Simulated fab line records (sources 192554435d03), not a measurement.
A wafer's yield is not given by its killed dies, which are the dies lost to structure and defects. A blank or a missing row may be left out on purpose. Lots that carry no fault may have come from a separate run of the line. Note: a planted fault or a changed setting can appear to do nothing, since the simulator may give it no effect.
Problem report, 8D (eight disciplines) form, completed by code + flow n5_finfet + the parts of the form that need people (team, actions taken, sign-off) are left out

1. THE PROBLEM
Mean of cd_nm at N5_BEOL_M0_SAQP_CD_MEAS_29: 19.48 nm across 2 wafers in 2 lots; on wafers with no fault it is 14.97 nm (standard deviation 0.22). Relative to the usual mean, that is a shift of +21 standard deviations.
The step: target cd 14.4 nm.
Seen first at day 8 13:21 on cd_sem-02, wafer L576.1. At this step, 28 wafers from 10 lots have a number in the record. The rule behind "out" and "out of limits": a value lying over 4 standard deviations away from the usual mean. The other wafers with a number count as sound.

2. WHAT IT IS, AND WHAT IT ISN'T
| question                    | is                   | is not                                                                                       |
|-----------------------------|----------------------|----------------------------------------------------------------------------------------------|
| which readings at this step | cd_nm                | -                                                                                            |
| which lots                  | L576, L577           | L565, L571, L573, L574, L583, L584, L585, L586                                               |
| which wafers of those lots  | L576.1, L577.1       | L576.2, L577.2                                                                               |
| read on which gauges        | cd_sem-02, cd_sem-03 | cd_sem-01                                                                                    |
| when                        | from day 8 13:21     | up to then (13 sound wafers); but 13 sound wafers of L577, L583, L584, L585, L586 came after |

3. WHAT RULES OUT EACH SUSPECT
Counting: a tool at a process step up to the reading stays a suspect if it ran every lot that is out. Sound lots after the first of them don't rule it out here, since some wafers of a struck lot are sound.
- ruled out: the gauge at N5_BEOL_M0_SAQP_CD_MEAS_29. The wafers that are out were read on 2 gauges (cd_sem-02, cd_sem-03).
- rie_diel-06 at N5_BEOL_M0_SAQP_ETCH_106 (etches SOC in N2/H2, stops on SiNx, target depth 150 nm): kept. It processed each lot that is out (first: L576, day 8 12:16); up to then, its last sound lot is L574 (day 8 03:57).
- ald_sin-03 at N5_BEOL_M0_SAQP_SPACER2_ALD_26 (deposits SiO2, target thk 15 nm, pulse time 1 s, purge time 2 s): kept. It processed each lot that is out (first: L576, day 8 12:37); up to then, its last sound lot is L574 (day 8 04:16).
- Within rie_diel-06 at N5_BEOL_M0_SAQP_ETCH_106: the wafers that are out ran in chambers 2, 3; their sound lot-mates ran in chamber 0.
Remaining after the count are rie_diel-06 at N5_BEOL_M0_SAQP_ETCH_106 and ald_sin-03 at N5_BEOL_M0_SAQP_SPACER2_ALD_26.

4. THE CAUSE (what the simulator had put in)
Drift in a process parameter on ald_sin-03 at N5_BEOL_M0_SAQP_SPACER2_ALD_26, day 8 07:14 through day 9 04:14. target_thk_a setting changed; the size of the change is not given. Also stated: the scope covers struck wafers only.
This tool is one of the 2 suspects left after counting.

5. THE EFFECT CHAIN, in route order
Each row: a reading whose mean over the struck wafers that have a number lies more than 3 standard deviations from the usual. Only readings whose record carries a usual standard deviation are examined. hours: median over the lots of the time between each lot's start at the first step of this table that gives one and its start at this step. sigmas: the change, counted in usual standard deviations.
| hours | step                       | reading              | usual    | on struck wafers | change | sigmas      |
|-------|----------------------------|----------------------|----------|------------------|--------|-------------|
| 0     | N5_BEOL_M0_SAQP_CD_MEAS_29 | cd_nm                | 14.97 nm | 19.48            | +4.51  | +21         |
| 158   | N5_PASSIVATION_PROBE_49    | defect_limited_yield | 91.3 %   | 0.0              | -91.3  | -65         |
| 158   | N5_PASSIVATION_PROBE_49    | killed_at_M0_to_M3   | 35       | 1116             | +1082  | +98         |
| 158   | N5_PASSIVATION_PROBE_49    | killed_dies          | 103      | 1180             | +1077  | +63         |
| 158   | N5_PASSIVATION_PROBE_49    | killed_on_rim        | 13       | 152              | +139   | +35         |
| 158   | N5_PASSIVATION_PROBE_49    | sort_bin_5_function  | 5.1 %    | 96.6             | +91.5  | +99 or more |
| 158   | N5_PASSIVATION_PROBE_49    | sort_n_pass          | 1077     | 0                | -1077  | -63         |
| 158   | N5_PASSIVATION_PROBE_49    | sort_yield_pct       | 91.3 %   | 0.0              | -91.3  | -65         |
The process steps in it:
- N5_PASSIVATION_PROBE_49

6. HOW IT WOULD HAVE BEEN CAUGHT EARLIER
In this record the first reading out of limits at a measuring or inspecting step was taken at day 8 13:21, 6 hours after the fault began at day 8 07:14.
Of the tool readings at N5_BEOL_M0_SAQP_SPACER2_ALD_26 for which the record gives a usual standard deviation, none was out on any struck wafer, so an alarm limit of 4 standard deviations on them would not have fired.
Among the 2 lots that are out, L577 began N5_BEOL_M0_SAQP_SPACER2_ALD_26 on ald_sin-03 after day 8 13:21. It would have been spared by a hold on the tool at that moment.
